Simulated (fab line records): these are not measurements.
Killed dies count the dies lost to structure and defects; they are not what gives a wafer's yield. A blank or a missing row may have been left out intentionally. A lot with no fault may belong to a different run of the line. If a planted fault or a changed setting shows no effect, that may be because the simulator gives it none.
Chamber matching | flow nandHarc | NHARC_P_M1_DEP_33 on pecvd-02: 3 sister chambers
The step deposits SiCN, target thk 30 nm. 14 wafers are shown with their chamber, then 7 later ones without.

## WAFERS PAIRED WITH THEIR CHAMBERS
wafer  | chamber | heaterPowerW (W) | heaterPowerOuterW (W)
L075.3 | 2       | 486              | 233
L075.4 | 1       | 573              | 294
L075.5 | 2       | 481              | 247
L077.1 | 1       | 641              | 339
L077.2 | 0       | 568              | 300
L077.5 | 0       | 563              | 296
L081.4 | 0       | 545              | 276
L081.5 | 1       | 531              | 269
L081.6 | 2       | 517              | 267
L087.2 | 0       | 555              | 291
L087.4 | 1       | 555              | 287
L087.6 | 0       | 558              | 298
L089.2 | 1       | 513              | 255
L089.4 | 1       | 517              | 256

SIGNATURES (means of the wafers above)
reading           | chamber 0 | chamber 1 | chamber 2 | scatter within a chamber
heaterPowerW      | 557.80    | 555.00    | 494.67    | 33.8
heaterPowerOuterW | 292.20    | 283.33    | 249.00    | 23.2
Rule: for a wafer and a chamber, the distance is found by dividing, reading by reading, the gap between the wafer's reading and the chamber's mean by the reading's scatter, squaring, summing and taking the root. The wafer belongs to the nearest chamber; if the next one is less than 2 further off, it can't be placed. The scatter is the square root of a quotient: the sum, over the shown wafers, of each reading's squared deviation from its chamber's mean, divided by wafers minus chambers.

## WAFERS WHOSE CHAMBER IS MISSING
wafer  | heaterPowerW (W) | heaterPowerOuterW (W)
L089.5 | 615              | 339
L088.1 | 554              | 285
L088.2 | 654              | 362
L088.5 | 432              | 190
L095.2 | 595              | 319
L095.3 | 460              | 223
L095.6 | 469              | 226

## CHAMBER TAKEN BY EACH
wafer  | from the rows above     | in truth
L089.5 | can't be placed: 0 or 1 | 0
L088.1 | can't be placed: 1 or 0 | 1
L088.2 | can't be placed: 0 or 1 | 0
L088.5 | 2                       | 2
L095.2 | can't be placed: 0 or 1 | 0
L095.3 | 2                       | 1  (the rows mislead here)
L095.6 | 2                       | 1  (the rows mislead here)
Placed correctly: 1 of 7. From these rows, 4 cannot be placed; in 4 the true chamber is one of the candidates. 2 placed wrongly.
